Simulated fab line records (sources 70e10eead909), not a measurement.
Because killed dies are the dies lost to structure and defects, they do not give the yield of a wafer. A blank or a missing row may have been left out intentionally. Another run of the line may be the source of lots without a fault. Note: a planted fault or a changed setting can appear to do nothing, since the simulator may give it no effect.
Which tool was responsible? -- flow nand-harc -- 24 lots with 72 wafers sampled at 6 steps, on a route of 1159 steps

## WHAT THE GAUGES READ, wafer by wafer
NHARC_A_SOURCE_PLATE_THK_MEAS_09: measures by ellipsometry. Usual: 9.8 nm for thk-nm, sd 0.96.
lot,measured,on,thk-nm (nm),flag
L074,day 6 21:16,film-metro-01,10.0 11.4 9.6,
L075,day 7 09:45,film-metro-02,8.9 10.3 10.0,
L076,day 7 09:44,film-metro-01,8.5 9.4 9.5,
L077,day 7 16:14,film-metro-01,10.9 9.0 10.8,
L078,day 7 16:14,film-metro-02,10.1 10.0 9.7,
L080,day 8 10:29,film-metro-01,10.4 8.4 10.4,
L079,day 8 10:29,film-metro-02,9.0 9.8 9.0,
L081,day 8 22:04,film-metro-02,9.7 9.4 10.4,
L082,day 8 22:03,film-metro-01,10.9 9.9 9.5,
L083,day 9 04:29,film-metro-01,8.7 9.5 10.1,
L084,day 9 04:29,film-metro-02,9.0 9.3 10.3,
L087,day 10 01:23,film-metro-01,12.5 9.6 8.4,
L085,day 10 01:25,film-metro-02,11.0 11.7 10.4,
L086,day 10 01:25,film-metro-01,9.5 9.3 9.5,
L089,day 10 13:08,film-metro-02,9.9 9.8 9.9,
L088,day 10 18:14,film-metro-01,9.2 10.5 10.4,
L090,day 11 05:49,film-metro-02,9.0 11.7 8.5,
L092,day 11 12:49,film-metro-02,8.7 10.6 9.1,
L091,day 11 12:49,film-metro-01,9.2 10.9 9.2,
L093,day 11 23:01,film-metro-01,9.1 9.5 9.9,
L094,day 11 23:01,film-metro-01,11.2 9.0 10.0,
L095,day 11 23:01,film-metro-02,9.3 9.2 10.4,
L097,day 12 15:52,film-metro-02,10.3 9.4 9.6,
L096,day 12 15:52,film-metro-01,8.1 10.3 9.6,

NHARC_A_ONON_D1_THK_MEAS_24: measures by ellipsometry. Usual: 1004 nm for thk-nm, sd 9.1.
lot,measured,on,thk-nm (nm),flag
L074,day 7 22:08,film-metro-02,1001 1002 1005,
L075,day 8 12:17,film-metro-01,1001 1001 1000,
L076,day 8 12:14,film-metro-02,1003 1003 1004,
L077,day 8 16:09,film-metro-02,1004 1005 1003,
L078,day 8 16:08,film-metro-01,1011 1011 1012,
L080,day 9 13:05,film-metro-02,984 984 984,
L079,day 9 13:05,film-metro-01,1012 1010 1009,
L081,day 9 23:05,film-metro-02,985 986 985,
L082,day 9 23:05,film-metro-01,1015 1016 1015,
L083,day 10 06:46,film-metro-01,1008 1010 1009,
L084,day 10 06:47,film-metro-02,997 998 998,
L087,day 11 03:27,film-metro-02,1004 1004 1003,
L085,day 11 03:18,film-metro-01,1004 1004 1004,
L086,day 11 03:49,film-metro-02,995 995 995,
L089,day 11 15:34,film-metro-02,993 993 992,
L088,day 11 22:22,film-metro-01,1005 1004 1006,
L090,day 12 06:20,film-metro-02,1000 998 1000,
L092,day 12 15:22,film-metro-01,1011 1012 1012,
L091,day 12 15:31,film-metro-02,1011 1014 1014,
L093,day 13 01:23,film-metro-02,1012 1010 1012,
L094,day 13 01:23,film-metro-01,1004 1004 1005,
L095,day 13 01:24,film-metro-02,1004 1004 1003,
L097,day 13 19:49,film-metro-02,1017 1016 1014,
L096,day 13 19:47,film-metro-02,1024 1024 1023,

NHARC_A_ONON_D1_THK_MEAS_30: measures by ellipsometry. Usual: 1000 nm for thk-nm, sd 8.3.
lot,measured,on,thk-nm (nm),flag
L074,day 7 23:16,film-metro-01,1009 1009 1011,
L075,day 8 13:26,film-metro-01,994 994 993,
L076,day 8 13:23,film-metro-02,1007 1009 1008,
L077,day 8 17:17,film-metro-01,1005 1008 1006,
L078,day 8 17:16,film-metro-02,1008 1008 1007,
L080,day 9 14:30,film-metro-02,1009 1008 1008,
L079,day 9 14:29,film-metro-01,986 986 985,
L081,day 10 00:13,film-metro-02,1000 1002 1001,
L082,day 10 00:14,film-metro-01,991 990 989,
L083,day 10 07:54,film-metro-02,1002 1003 1003,
L084,day 10 07:55,film-metro-01,1011 1011 1011,
L087,day 11 04:52,film-metro-02,995 995 996,
L085,day 11 04:42,film-metro-01,1001 1002 1003,
L086,day 11 05:13,film-metro-01,983 984 985,
L089,day 11 16:43,film-metro-01,1004 1004 1004,
L088,day 11 23:29,film-metro-01,1004 1004 1004,
L090,day 12 07:28,film-metro-01,985 986 986,
L092,day 12 16:31,film-metro-02,1010 1006 1008,
L091,day 12 16:38,film-metro-02,1008 1008 1007,
L093,day 13 02:31,film-metro-01,1001 1000 1002,
L094,day 13 02:31,film-metro-02,996 996 996,
L095,day 13 02:34,film-metro-02,1006 1005 1005,
L097,day 13 20:56,film-metro-02,1002 1003 1004,
L096,day 13 20:55,film-metro-02,986 987 985,

## EACH LOT AND THE TOOL THAT RAN IT (in order: tool; ch and the chambers of the sampled wafers; start)
lot,NHARC_P_BONDPAD_DEGAS_25,NHARC_P_BONDPAD_ACTIVATE_29,NHARC_A_ZERO_WELL_RTA_16
L074,"pvd-sputter-02, day 6 08:53","rie-diel-06 ch 0,3, day 6 10:34","rtp-anneal-01 ch 0, day 6 13:40"
L075,"pvd-sputter-01, day 6 20:02","rie-diel-06 ch 1,3, day 6 21:43","rtp-anneal-02 ch 0, day 7 00:17"
L076,"pvd-sputter-02, day 6 23:21","rie-diel-06 ch 0,1,3, day 7 01:03","rtp-anneal-01 ch 0, day 7 03:40"
L077,"pvd-sputter-01, day 7 04:11","rie-diel-11 ch 1,2, day 7 05:58","rtp-anneal-01 ch 0, day 7 08:37"
L078,"pvd-sputter-01, day 7 06:55","rie-diel-06 ch 2,3, day 7 08:38","rtp-anneal-01 ch 0, day 7 11:08"
L080,"pvd-sputter-02, day 7 22:41","rie-diel-11 ch 2,3, day 8 00:22","rtp-anneal-02 ch 0, day 8 02:56"
L079,"pvd-sputter-02, day 7 23:19","rie-diel-06 ch 1,2,3, day 8 01:07","rtp-anneal-02 ch 0, day 8 03:46"
L081,"pvd-sputter-02, day 8 08:41","rie-diel-06 ch 2,3, day 8 10:22","rtp-anneal-01 ch 0, day 8 12:52"
L082,"pvd-sputter-01, day 8 12:17","rie-diel-06 ch 0,1,3, day 8 14:15","rtp-anneal-01 ch 0, day 8 16:41"
L083,"pvd-sputter-01, day 8 16:37","rie-diel-02 ch 0,1,3, day 8 18:20","rtp-anneal-01 ch 0, day 8 20:52"
L084,"pvd-sputter-03, day 8 17:14","rie-diel-06 ch 0,1, day 8 18:55","rtp-anneal-02 ch 0, day 8 21:31"
L087,"pvd-sputter-01, day 9 13:41","rie-diel-06 ch 0,2, day 9 15:22","rtp-anneal-01 ch 0, day 9 17:48"
L085,"pvd-sputter-02, day 9 14:36","rie-diel-06 ch 0,1,3, day 9 16:19","rtp-anneal-02 ch 0, day 9 19:03"
L086,"pvd-sputter-01, day 9 16:03","rie-diel-06 ch 0,2, day 9 17:45","rtp-anneal-01 ch 0, day 9 20:19"
L089,"pvd-sputter-01, day 10 01:22","rie-diel-06 ch 1,2, day 10 03:10","rtp-anneal-02 ch 0, day 10 05:36"
L088,"pvd-sputter-03, day 10 06:26","rie-diel-06 ch 0,1, day 10 08:06","rtp-anneal-02 ch 0, day 10 10:37"
L090,"pvd-sputter-03, day 10 17:34","rie-diel-06 ch 0,2,3, day 10 19:16","rtp-anneal-01 ch 0, day 10 21:40"
L092,"pvd-sputter-01, day 10 21:30","rie-diel-02 ch 0,2,3, day 10 23:11","rtp-anneal-01 ch 0, day 11 01:36"
L091,"pvd-sputter-03, day 10 21:59","rie-diel-11 ch 1,3, day 10 23:43","rtp-anneal-02 ch 0, day 11 02:20"
L093,"pvd-sputter-02, day 11 08:24","rie-diel-11 ch 0,3, day 11 10:26","rtp-anneal-01 ch 0, day 11 13:02"
L094,"pvd-sputter-02, day 11 09:39","rie-diel-06 ch 0,1,2, day 11 11:22","rtp-anneal-01 ch 0, day 11 13:50"
L095,"pvd-sputter-01, day 11 11:19","rie-diel-02 ch 0,1, day 11 13:09","rtp-anneal-01 ch 0, day 11 15:44"
L097,"pvd-sputter-02, day 12 02:14","rie-diel-06 ch 0,1, day 12 03:55","rtp-anneal-02 ch 0, day 12 06:28"
L096,"pvd-sputter-03, day 12 03:30","rie-diel-06 ch 0,1,2, day 12 05:10","rtp-anneal-02 ch 0, day 12 07:47"
- NHARC_P_BONDPAD_DEGAS_25: time 60 s.
- NHARC_P_BONDPAD_ACTIVATE_29: chemistry N2, time 60 s.
- NHARC_A_ZERO_WELL_RTA_16: time 10 s.

## AS READ BY THE TOOLS THEMSELVES (means over the sampled wafers that have a number; for cases with no such wafer, the mark the record gives instead)
NHARC_P_BONDPAD_DEGAS_25. Usual: 476 W for heater-power-w, sd 57.
lot,tool,heater-power-w (W),flag
L074,pvd-sputter-02,448,
L075,pvd-sputter-01,479,
L076,pvd-sputter-02,511,
L077,pvd-sputter-01,478,
L078,pvd-sputter-01,475,
L080,pvd-sputter-02,424,
L079,pvd-sputter-02,527,
L081,pvd-sputter-02,438,
L082,pvd-sputter-01,457,
L083,pvd-sputter-01,484,
L084,pvd-sputter-03,482,
L087,pvd-sputter-01,488,
L085,pvd-sputter-02,439,
L086,pvd-sputter-01,479,
L089,pvd-sputter-01,475,
L088,pvd-sputter-03,510,
L090,pvd-sputter-03,471,
L092,pvd-sputter-01,468,
L091,pvd-sputter-03,490,
L093,pvd-sputter-02,489,
L094,pvd-sputter-02,504,
L095,pvd-sputter-01,471,
L097,pvd-sputter-02,458,
L096,pvd-sputter-03,466,

NHARC_P_BONDPAD_ACTIVATE_29. Usual: drypump-motor-current-A 6.0 A, standard deviation 0.44; mfc-ar-sccm 0.009 sccm, standard deviation 0.013; oes-product-au 1.006 a.u., standard deviation 0.0088; rf-vpp-V 64.1 V, standard deviation 0.78; showerhead-plenum-p-Torr 1.79 Torr, standard deviation 0.062.
lot,tool,drypump-motor-current-A (A),mfc-ar-sccm (sccm),oes-product-au (a.u.),rf-vpp-V (V),showerhead-plenum-p-Torr (Torr),flag
L074,rie-diel-06,6.4,0.020,1.006,64.1,1.81,
L075,rie-diel-06,6.0,0.000,1.006,64.1,1.84,
L076,rie-diel-06,6.0,0.010,1.017,64.3,1.82,
L077,rie-diel-11,5.4,0.000,1.015,63.9,1.76,
L078,rie-diel-06,6.2,0.000,1.007,63.9,1.81,
L080,rie-diel-11,6.1,0.000,1.005,63.2,1.72,
L079,rie-diel-06,5.9,0.000,1.006,64.4,1.81,
L081,rie-diel-06,6.2,0.000,1.000,64.0,1.81,
L082,rie-diel-06,6.0,0.010,1.001,64.1,1.82,
L083,rie-diel-02,6.5,0.028,0.994,63.9,1.77,
L084,rie-diel-06,6.0,0.020,1.014,64.1,1.81,
L087,rie-diel-06,6.2,0.010,1.005,64.1,1.77,
L085,rie-diel-06,6.0,0.010,1.021,64.4,1.82,
L086,rie-diel-06,6.3,0.020,1.005,63.9,1.78,
L089,rie-diel-06,5.8,0.000,0.994,63.9,1.79,
L088,rie-diel-06,5.7,0.010,1.015,63.2,1.82,
L090,rie-diel-06,6.2,0.010,1.010,64.0,1.80,
L092,rie-diel-02,6.0,0.018,0.992,63.6,1.74,
L091,rie-diel-11,6.0,0.000,1.004,64.4,1.76,
L093,rie-diel-11,6.3,0.010,1.003,63.8,1.69,
L094,rie-diel-06,5.9,0.010,1.003,64.3,1.79,
L095,rie-diel-02,6.7,0.031,1.002,64.3,1.74,
L097,rie-diel-06,5.7,0.010,1.009,64.2,1.82,
L096,rie-diel-06,5.9,0.010,1.009,64.9,1.79,

NHARC_A_ZERO_WELL_RTA_16. Usual: lamp-power-pct 30.9 %, standard deviation 0.85; wafer_temp_C_max 1006.0, standard deviation 1.2.
lot,tool,lamp-power-pct (%),wafer_temp_C_max,flag
L074,rtp-anneal-01,31.6,1005.8,
L075,rtp-anneal-02,29.8,1006.6,
L076,rtp-anneal-01,31.6,1005.6,
L077,rtp-anneal-01,31.6,1007.4,
L078,rtp-anneal-01,31.6,1004.6,
L080,rtp-anneal-02,29.9,1005.1,
L079,rtp-anneal-02,29.8,1006.4,
L081,rtp-anneal-01,31.5,1005.6,
L082,rtp-anneal-01,31.6,1005.7,
L083,rtp-anneal-01,31.6,1005.5,
L084,rtp-anneal-02,29.9,1005.8,
L087,rtp-anneal-01,31.6,1005.8,
L085,rtp-anneal-02,29.9,1006.4,
L086,rtp-anneal-01,31.5,1006.2,
L089,rtp-anneal-02,29.9,1005.5,
L088,rtp-anneal-02,29.9,1007.3,
L090,rtp-anneal-01,31.6,1006.1,
L092,rtp-anneal-01,31.5,1006.3,
L091,rtp-anneal-02,29.9,1006.3,
L093,rtp-anneal-01,31.6,1004.8,
L094,rtp-anneal-01,31.6,1005.8,
L095,rtp-anneal-01,31.6,1006.1,
L097,rtp-anneal-02,29.8,1006.6,
L096,rtp-anneal-02,29.9,1008.0,

## THE ANSWER, worked out from the rows above alone
Rule: lot off if the mean of its wafers having a number is beyond 3 standard deviations from the usual mean. A lot without any number at a reading at which 4 lots or more have one is off too. Where the step has rows for the other lots, those lots are counted as sound. After the gauges, taken in route order, come the tools' own readings; for these a lot's mean is taken, as printed above. The first step at which some lot is off is used, and at that step the reading that is off furthest; a lot without a number counts as furthest.
Nothing can be told from this: no lot is off at any reading shown.

## WHAT THE SIMULATOR PUT IN
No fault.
